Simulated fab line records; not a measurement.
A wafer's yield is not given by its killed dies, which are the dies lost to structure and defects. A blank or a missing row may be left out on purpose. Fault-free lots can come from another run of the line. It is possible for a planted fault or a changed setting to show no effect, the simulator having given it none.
Struck lot and sound lot, side by side    flow n5 finfet    14 out of 1938 route steps
Sound: the wafers L618.1, L618.3, L618.5. Wafers struck: L625.3, L625.5, L625.6. The cause is given at the end.
Each step with rows lists, per side, the tool, then ch with its chambers, then its first start. Under that, the readings that differ: sound wafers    struck wafers    difference of the means    sigmas: that difference in standard deviations of wafers without a fault.
alike: readings with means less than 2 such deviations apart, plus words and numbers identical on both sides. not compared: withheld readings, readings lacking a value on some wafer, bounds such as >300 that could conceal the same value, and numbers that have no deviation in the record and whose values overlap.
Wherever a step has rows on one side only, a row that says differs or no value, or a row with sigmas, the two part there. Numbers that have no deviation but don't overlap get no sigmas and don't part them. A reading missing from all wafers of one side parts the sides only when that side holds two or more wafers.

N5_BEOL_M7_INSPECT_58: inspects for defects (darkfield).
  sound on defect inspect-01, day 9 18:46; struck on defect inspect-01, day 11 22:04
  alike: raw defect count
N5_BEOL_M8_ILD_DEP_00: deposits SiCOH lowk from DEMS/porogen, target thk 179.75 nm, time 33.4 s.
  sound on pecvd-03 ch 0,1, day 9 18:48; struck on pecvd-04 ch 0,1, day 11 22:05
reading                          sound              struck             difference  sigmas
showerhead plenum p Torr (Torr)  5.743 5.757 5.765  5.724 5.701 5.737  -0.034      -2
  alike: heater power w, susceptor temp C, throttle valve pct
N5_BEOL_M8_CURE_74: cures SiCOH lowk, time 240 s.
  sound on uv cure-02 ch 2, day 9 18:52; struck on uv cure-03 ch 1, day 11 22:19
  alike: lamp power pct, wafer_temp_C_max
N5_BEOL_M8_THK_MEAS_01:
  sound on film metro-02, day 9 19:22; struck on film metro-02, day 11 22:40
  alike: M8_ILD_THK
N5_BEOL_M8_PECVD_70: deposits SiO2 from TEOS/O2, target thk 20 nm, time 22.7 s.
  sound on pecvd-04 ch 0,1, day 9 19:25; struck on pecvd-01 ch 1,2, day 11 22:43
reading               sound                 struck                difference  sigmas
susceptor temp C (C)  400.03 399.93 399.71  400.12 400.44 400.60  +0.50       +2
  alike: heater power w, showerhead plenum p Torr, throttle valve pct
N5_BEOL_M8_HM_DEP_02: deposits TiN, target thk 20 nm.
  sound on pvd sputter-01, day 9 21:03; struck on pvd sputter-02, day 11 23:59
  alike: susceptor temp C, throttle valve pct
then, 6 steps without rows for these wafers: N5_BEOL_M8_COAT_59 (time 60 s, resist thk 100 nm); N5_BEOL_M8_COAT_60 (time 60 s, resist thk 35 nm); N5_BEOL_M8_COAT_05 (resist thk 90 nm); N5_BEOL_M8_EBR_07; N5_BEOL_M8_SOFTBAKE_06 (time 60 s); N5_BEOL_M8_EXPOSE_08 (exposes mask M8).
N5_BEOL_M8_PEB_09: peb time 60 s.
  struck on litho track-04, day 12 00:25; sound on litho track-03 ch 0, day 9 21:22
  no value came back on the struck wafers for chill plate temp C (C), exhaust pa (Pa); on the sound wafers chill plate temp C (C) reads 22.84 22.76 22.81
then, 1 step without rows for these wafers: N5_BEOL_M8_DEVELOP_10 (develop time 30 s).

WHERE THEY PART
Earliest at N5_BEOL_M8_ILD_DEP_00; latest, in this record, at N5_BEOL_M8_PEB_09.

WHY: whatever the simulator had introduced
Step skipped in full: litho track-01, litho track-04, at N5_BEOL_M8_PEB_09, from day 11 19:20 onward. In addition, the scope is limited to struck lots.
